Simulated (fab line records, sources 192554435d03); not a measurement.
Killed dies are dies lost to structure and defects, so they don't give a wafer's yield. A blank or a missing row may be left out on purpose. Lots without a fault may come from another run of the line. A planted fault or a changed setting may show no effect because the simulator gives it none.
A struck lot beside a sound one | flow n5_finfet | 30 steps out of a route of 1938
Sound: wafers L362.2, L362.4, L362.6. Struck: wafers L350.1, L350.4, L350.5. The cause comes at the end.
At each step with rows: each side's tool, then ch and its chambers, then its first start. Under that, the readings that differ: sound wafers | struck wafers | difference of the means | sigmas: that difference in standard deviations of wafers without a fault.
alike: readings whose means differ by less than 2 such deviations, and words and numbers that are the same on both sides. not compared: withheld readings, readings that some wafer has no value for, bounds like >300 that may hide the same value, and numbers for which the record gives no deviation and whose values overlap.
The two part at a step that has a row with sigmas, a row that says differs or no value, or rows on one side only. Numbers that don't overlap but have no deviation are shown without sigmas and don't part them. A reading that every wafer of one side lacks parts them only if that side has two wafers or more.

first, 11 steps without rows for these wafers: N5_BEOL_M8_PRECLEAN_42 (cleans in residue remover, time 60 s); N5_BEOL_M8_SRD_43 (time 30 s); N5_BEOL_M8_CURE_75 (cures SiCOH lowk, time 120 s); N5_BEOL_M8_DEGAS_44 (time 60 s); N5_BEOL_M8_PRE_CLEAN_45 (time 30 s); N5_BEOL_M8_ALD_77 (deposits TaN, target thk 2 nm, pulse time 2 s, purge time 3 s); N5_BEOL_M8_SURFACE_TREAT_79; N5_BEOL_M8_CVD_78 (deposits Co from CCTBA/H2, target thk 2 nm, time 142.3 s); N5_BEOL_M8_SPUTTER_48 (material Cu, target thk 10 nm, time 1.667 s); N5_BEOL_M8_ECD_50 (material Cu, target thk 300 nm); N5_BEOL_M8_ANNEAL_51 (time 90 s).
N5_BEOL_M8_CMP_52: polishes, stops on SiCOH lowk, t overpolish 6.9 s, target thk 80 nm.
  sound on cmp-01 ch 1,2,3, day 14 23:11; struck on cmp-03 ch 0,1,3, day 11 15:19
  alike: barrier_field_endpoint_s, motor_current_A, overpolish_run_s, slurry_flow_ml_min, time_to_endpoint_s
then, 2 steps without rows for these wafers: N5_BEOL_M8_PRE_CLEAN_55 (time 15 s); N5_BEOL_M8_DEP_56 (deposits SiCN from 3MS/NH3, target thk 10 nm, time 17.5 s).
N5_BEOL_M8_INSPECT_58: inspects for defects (darkfield).
  sound on defect_inspect-01, day 14 23:36; struck on defect_inspect-01, day 11 15:44
  reading          | sound    | struck         | difference | sigmas
  raw_defect_count | 52 53 79 | 1175 1171 1136 | +1099      | +44
then, 12 steps without rows for these wafers: N5_BEOL_M9_ILD_DEP_00 (deposits SiCOH lowk from DEMS/porogen, target thk 308.51 nm, time 58 s); N5_BEOL_M9_CURE_71 (cures SiCOH lowk, time 240 s); N5_BEOL_M9_PECVD_70 (deposits SiO2 from TEOS/O2, target thk 20 nm, time 22.7 s); N5_BEOL_M9_HM_DEP_02 (deposits TiN, target thk 20 nm); N5_BEOL_M9_COAT_59 (time 60 s, resist thk 100 nm); N5_BEOL_M9_COAT_60 (time 60 s, resist thk 30 nm); N5_BEOL_M9_COAT_05 (resist thk 90 nm); N5_BEOL_M9_EBR_07; N5_BEOL_M9_SOFTBAKE_06 (time 60 s); N5_BEOL_M9_EXPOSE_08 (exposes mask M9); N5_BEOL_M9_PEB_09 (peb time 60 s); N5_BEOL_M9_DEVELOP_10 (develop time 30 s).
N5_BEOL_M9_INSPECT_13: inspects for defects (brightfield).
  sound on defect_inspect-02, day 15 01:25; struck on defect_inspect-02, day 11 17:37
  reading          | sound       | struck         | difference | sigmas
  raw_defect_count | 385 369 392 | 1444 1501 1473 | +1091      | +13
then, 1 step without rows for these wafers: N5_BEOL_M9_DESCUM_16 (chemistry O2, time 7.9 s).
-- the record jumps here: 3 days lie between the struck wafers' starts before and after (it left off in module BEOL_M9 and takes up again in module PASSIVATION, whose first step shown is number 1936 of the route) --
N5_PASSIVATION_PROBE_49:
  the record has rows for the struck wafers here (prober-02, day 14 11:43) and none for the sound ones

WHERE THEY PART
First at N5_BEOL_M8_INSPECT_58; last, within this record, at N5_PASSIVATION_PROBE_49.

WHY: what the simulator had put in
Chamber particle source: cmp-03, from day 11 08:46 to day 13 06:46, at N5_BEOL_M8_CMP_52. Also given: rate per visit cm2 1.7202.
